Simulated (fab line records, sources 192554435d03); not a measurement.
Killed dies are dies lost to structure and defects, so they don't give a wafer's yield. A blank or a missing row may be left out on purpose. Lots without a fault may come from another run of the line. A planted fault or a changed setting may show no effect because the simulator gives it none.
Split-lot experiment | flow n5_finfet | 7 lots, 21 wafers read, on a route of 1938 steps

THE SPLIT
At N5_BEOL_M14_SPUTTER_43 (material TaN, target thk 15 nm, time 24.19 s), the setting time_s was moved away from the recipe's 24.19 s on 11 of the 21 wafers read, by -12.6% to +14.0%. The other wafers ran this setting at the recipe's value.

The reading is taken at the split's own step.

THE READING
TaN_of_BEOL_M14_SPUTTER_43.thk_nm (the simulator's own value, which no gauge read), in nm, at N5_BEOL_M14_SPUTTER_43 (material TaN, target thk 15 nm, time 24.19 s). The file gives no usual value for it. The 10 wafers here that ran the recipe average 15.1 nm, standard deviation 0.098 nm.

wafer  | tool, chamber at the split | time_s as run, s | against the recipe | TaN_of_BEOL_M14_SPUTTER_43.thk_nm, nm | against lot-mates on the recipe
L075.3 | pvd_sputter-01, -          | 21.22            | -12.3%             | 13.2                                  | -1.8
L075.4 | pvd_sputter-01, -          | 24.19            | recipe             | 15                                    | -
L075.6 | pvd_sputter-01, -          | 21.22            | -12.3%             | 13                                    | -2.0
L078.3 | pvd_sputter-02, -          | 24.19            | recipe             | 15.2                                  | -
L078.6 | pvd_sputter-02, -          | 24.19            | recipe             | 15.2                                  | -
L078.4 | pvd_sputter-02, -          | 22.85            | -5.5%              | 14.4                                  | -0.8
L079.3 | pvd_sputter-02, -          | 24.19            | recipe             | 15.2                                  | -
L079.4 | pvd_sputter-02, -          | 27.58            | +14.0%             | 17.2                                  | +2.0
L079.6 | pvd_sputter-02, -          | 27.58            | +14.0%             | 17.2                                  | +2.0
L080.1 | pvd_sputter-02, -          | 22.74            | -6.0%              | 14.4                                  | -0.6
L080.2 | pvd_sputter-02, -          | 22.74            | -6.0%              | 14                                    | -1.0
L080.4 | pvd_sputter-02, -          | 24.19            | recipe             | 15                                    | -
L086.2 | pvd_sputter-03, -          | 24.19            | recipe             | 15                                    | -
L086.3 | pvd_sputter-03, -          | 24.19            | recipe             | 15                                    | -
L086.5 | pvd_sputter-03, -          | 24.19            | recipe             | 15                                    | -
L090.1 | pvd_sputter-02, -          | 24.19            | recipe             | 15                                    | -
L090.4 | pvd_sputter-02, -          | 24.19            | recipe             | 15.2                                  | -
L090.6 | pvd_sputter-02, -          | 26.35            | +8.9%              | 16.4                                  | +1.3
L093.1 | pvd_sputter-02, -          | 21.14            | -12.6%             | 13.2                                  | no lot-mate on the recipe
L093.6 | pvd_sputter-02, -          | 21.14            | -12.6%             | 13.2                                  | no lot-mate on the recipe
L093.2 | pvd_sputter-02, -          | 21.14            | -12.6%             | 13.4                                  | no lot-mate on the recipe

THE FIT
A straight line over all 21 wafers: TaN_of_BEOL_M14_SPUTTER_43.thk_nm changes by +0.15 nm for each +1% of time_s; r = +0.99; the points scatter about the line by 0.13 nm.
The same after taking each lot's own level away (the mean of its wafers on the recipe; 18 wafers): +0.146 nm for each +1%; r = +1.00; scatter 0.099 nm.
On that fit, the largest move of time_s shifts the reading by 2.1 nm.
The lots' own levels span 15.00 to 15.20 nm, that is 2.0 times the standard deviation above.
So the lot-to-lot level changes the slope little: the two slopes agree.
Check: with one of the wafers moved furthest among these (+14.0%) left out of the fit, the line predicts +2.06 nm for it against its lot-mates. It came out at +2 nm against them.

OTHER SPLITS ON THESE WAFERS
These wafers also went through other splits before the reading. Each is held against what the fit with the lots' levels taken away leaves over:
other split on the same wafers | wafers away from the commonest value | r with TaN_of_BEOL_M14_SPUTTER_43.thk_nm (lot level and that fit taken away)
N5_BEOL_M13_ETCH_59 time_s     | 5                                    | -0.45
N5_BEOL_M14_ETCH_68 time_s     | 8                                    | +0.12

THE FILE'S OWN FIT
TaN_of_BEOL_M14_SPUTTER_43.thk_nm changes by +0.146 nm for each +1% of time_s, r = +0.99.
